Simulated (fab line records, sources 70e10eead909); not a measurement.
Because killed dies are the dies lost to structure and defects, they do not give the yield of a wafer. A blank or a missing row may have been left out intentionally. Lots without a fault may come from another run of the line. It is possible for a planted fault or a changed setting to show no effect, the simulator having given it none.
Problem report, 8D (eight disciplines) form, completed by code ; flow nand_harc ; the parts of the form that need people (team, actions taken, sign-off) are left out

## 1. THE PROBLEM
Mean of cd_nm at NHARC_P_GATE_CD_MEAS_26: 110.9 nm across 2 wafers in 2 lots; on wafers with no fault it is 119.8 nm (standard deviation 0.53). That is -17 standard deviations from the usual mean.
The step: target cd 120 nm.
First observed at day 8 00:20: wafer L488.1, on cd_sem-01. At this step, 36 wafers from 12 lots have a number in the record. Rule for "out", or "out of limits": more than 4 standard deviations from the usual mean. Any other wafer with a number is counted as sound.

## 2. WHAT IT IS; WHAT IT IS NOT
question;is;is not
which readings at this step;cd_nm;-
which lots;L488, L491;L481, L482, L484, L486, L487, L496, L497, L498, L501, L502
which wafers of those lots;L488.1, L491.1;L488.2, L488.6, L491.2, L491.6
read on which gauges;cd_sem-01, cd_sem-03;cd_sem-02
when;from day 8 00:20;"up to then (17 sound wafers); but 17 sound wafers of L491, L496, L497, L498, L501, L502 came after"

## 3. THE SUSPECTS, EACH WITH WHAT RULES IT OUT
Counting: a tool at a process step up to the reading stays a suspect if it ran every lot that is out. Sound lots after the first of them don't rule it out here, since some wafers of a struck lot are sound.
- the gauge at NHARC_P_GATE_CD_MEAS_26 is ruled out. 2 gauges (cd_sem-01, cd_sem-03) read the wafers that are out.
- litho_track-01 at NHARC_P_GATE_PEB_24 (peb time 65 s): kept. Ran every lot that is out, first one L488 (day 8 00:15); last sound lot up to then L486 (day 7 06:06).
Left after counting: litho_track-01 at NHARC_P_GATE_PEB_24.

## 4. THE CAUSE (what the simulator had put in)
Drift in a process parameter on litho_track-01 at NHARC_P_GATE_PEB_24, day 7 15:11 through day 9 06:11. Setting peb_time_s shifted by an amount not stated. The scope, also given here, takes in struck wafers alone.
Counting left only this tool.

## 5. THE EFFECT CHAIN, in route order
Rows list readings where the struck wafers' mean (over those with a number) sits beyond 3 standard deviations from the usual. Only readings whose record carries a usual standard deviation are examined. hours: median over the lots of the time between each lot's start at the first step of this table that gives one and its start at this step. sigmas: the change, counted in usual standard deviations.
hours;step;reading;usual;on struck wafers;change;sigmas
0;NHARC_P_GATE_CD_MEAS_26;cd_nm;119.8 nm;110.9;-8.9;-17

## 6. WHAT WOULD HAVE CAUGHT IT SOONER
9 hours passed between the start of the fault at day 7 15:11 and the first reading out of limits at a measuring or inspecting step in this record, taken at day 8 00:20.
L491, from the lots that are out (2), started NHARC_P_GATE_PEB_24 on litho_track-01 later than day 8 00:20. Putting the tool on hold at that point would have spared it.
